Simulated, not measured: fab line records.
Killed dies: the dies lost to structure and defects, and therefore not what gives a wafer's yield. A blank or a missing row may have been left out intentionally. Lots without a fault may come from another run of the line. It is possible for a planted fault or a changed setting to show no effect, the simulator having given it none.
Chamber matching || flow nand-harc || 4 sister chambers for NHARC_A_CONTACT_ETCH_92 on rie-diel-05
The step etches the open film in CH3F/O2, target depth 40 nm, time 85.7 s. 14 wafers are shown with their chamber, then 7 later ones without.

## WAFERS PAIRED WITH THEIR CHAMBERS
{"wafer": "L914.2", "chamber": 2, "showerhead-plenum-p-Torr (Torr)": 2.45, "drypump-motor-current-A (A)": 5.8, "rf-vpp-V (V)": 245.0}
{"wafer": "L914.3", "chamber": 0, "showerhead-plenum-p-Torr (Torr)": 2.40, "drypump-motor-current-A (A)": 5.5, "rf-vpp-V (V)": 243.7}
{"wafer": "L914.6", "chamber": 0, "showerhead-plenum-p-Torr (Torr)": 2.40, "drypump-motor-current-A (A)": 5.5, "rf-vpp-V (V)": 243.5}
{"wafer": "L916.1", "chamber": 2, "showerhead-plenum-p-Torr (Torr)": 2.45, "drypump-motor-current-A (A)": 5.7, "rf-vpp-V (V)": 244.9}
{"wafer": "L916.3", "chamber": 0, "showerhead-plenum-p-Torr (Torr)": 2.40, "drypump-motor-current-A (A)": 5.5, "rf-vpp-V (V)": 242.2}
{"wafer": "L916.5", "chamber": 2, "showerhead-plenum-p-Torr (Torr)": 2.45, "drypump-motor-current-A (A)": 5.8, "rf-vpp-V (V)": 244.5}
{"wafer": "L919.3", "chamber": 3, "showerhead-plenum-p-Torr (Torr)": 2.37, "drypump-motor-current-A (A)": 4.9, "rf-vpp-V (V)": 242.6}
{"wafer": "L919.5", "chamber": 2, "showerhead-plenum-p-Torr (Torr)": 2.45, "drypump-motor-current-A (A)": 5.8, "rf-vpp-V (V)": 244.4}
{"wafer": "L919.6", "chamber": 1, "showerhead-plenum-p-Torr (Torr)": 2.57, "drypump-motor-current-A (A)": 5.5, "rf-vpp-V (V)": 246.9}
{"wafer": "L921.1", "chamber": 3, "showerhead-plenum-p-Torr (Torr)": 2.37, "drypump-motor-current-A (A)": 4.9, "rf-vpp-V (V)": 244.2}
{"wafer": "L921.3", "chamber": 0, "showerhead-plenum-p-Torr (Torr)": 2.40, "drypump-motor-current-A (A)": 5.5, "rf-vpp-V (V)": 244.4}
{"wafer": "L921.6", "chamber": 0, "showerhead-plenum-p-Torr (Torr)": 2.40, "drypump-motor-current-A (A)": 5.5, "rf-vpp-V (V)": 243.8}
{"wafer": "L920.2", "chamber": 2, "showerhead-plenum-p-Torr (Torr)": 2.44, "drypump-motor-current-A (A)": 5.8, "rf-vpp-V (V)": 243.5}
{"wafer": "L920.3", "chamber": 1, "showerhead-plenum-p-Torr (Torr)": 2.57, "drypump-motor-current-A (A)": 5.5, "rf-vpp-V (V)": 246.2}

SIGNATURES (averages over the wafers above)
{"reading": "showerhead-plenum-p-Torr", "chamber 0": 2.4000, "chamber 1": 2.5700, "chamber 2": 2.4480, "chamber 3": 2.3700, "scatter within a chamber": 0.00283}
{"reading": "drypump-motor-current-A", "chamber 0": 5.500, "chamber 1": 5.500, "chamber 2": 5.780, "chamber 3": 4.900, "scatter within a chamber": 0.0283}
{"reading": "rf-vpp-V", "chamber 0": 243.520, "chamber 1": 246.550, "chamber 2": 244.460, "chamber 3": 243.400, "scatter within a chamber": 0.746}
Rule: for a wafer and a chamber, the distance is found by dividing, reading by reading, the gap between the wafer's reading and the chamber's mean by the reading's scatter, squaring, summing and taking the root. If the next closest chamber is less than 2 further off than the closest, the wafer can't be placed; otherwise it belongs to the closest. How the scatter is found: for the shown wafers, subtract from each reading the mean of its chamber, square and add these, divide the total by (wafers less chambers), then take the root.

## WAFERS WITHOUT THEIR CHAMBER
{"wafer": "L920.5", "showerhead-plenum-p-Torr (Torr)": 2.40, "drypump-motor-current-A (A)": 5.5, "rf-vpp-V (V)": 243.6}
{"wafer": "L924.2", "showerhead-plenum-p-Torr (Torr)": 2.44, "drypump-motor-current-A (A)": 5.8, "rf-vpp-V (V)": 243.1}
{"wafer": "L924.3", "showerhead-plenum-p-Torr (Torr)": 2.40, "drypump-motor-current-A (A)": 5.5, "rf-vpp-V (V)": 242.5}
{"wafer": "L924.4", "showerhead-plenum-p-Torr (Torr)": 2.36, "drypump-motor-current-A (A)": 4.9, "rf-vpp-V (V)": 244.3}
{"wafer": "L931.1", "showerhead-plenum-p-Torr (Torr)": 2.39, "drypump-motor-current-A (A)": 5.5, "rf-vpp-V (V)": 242.9}
{"wafer": "L931.3", "showerhead-plenum-p-Torr (Torr)": 2.44, "drypump-motor-current-A (A)": 5.8, "rf-vpp-V (V)": 243.8}
{"wafer": "L931.5", "showerhead-plenum-p-Torr (Torr)": 2.44, "drypump-motor-current-A (A)": 5.8, "rf-vpp-V (V)": 243.8}

## WHICH CHAMBER EACH ONE RAN IN
{"wafer": "L920.5", "from the rows above": 0, "in truth": 0}
{"wafer": "L924.2", "from the rows above": 2, "in truth": 2}
{"wafer": "L924.3", "from the rows above": 0, "in truth": 0}
{"wafer": "L924.4", "from the rows above": 3, "in truth": 3}
{"wafer": "L931.1", "from the rows above": 0, "in truth": 0}
{"wafer": "L931.3", "from the rows above": 2, "in truth": 2}
{"wafer": "L931.5", "from the rows above": 2, "in truth": 2}
7 of 7 placed correctly. Can't be placed from these rows: 0. Placed wrongly: 0.
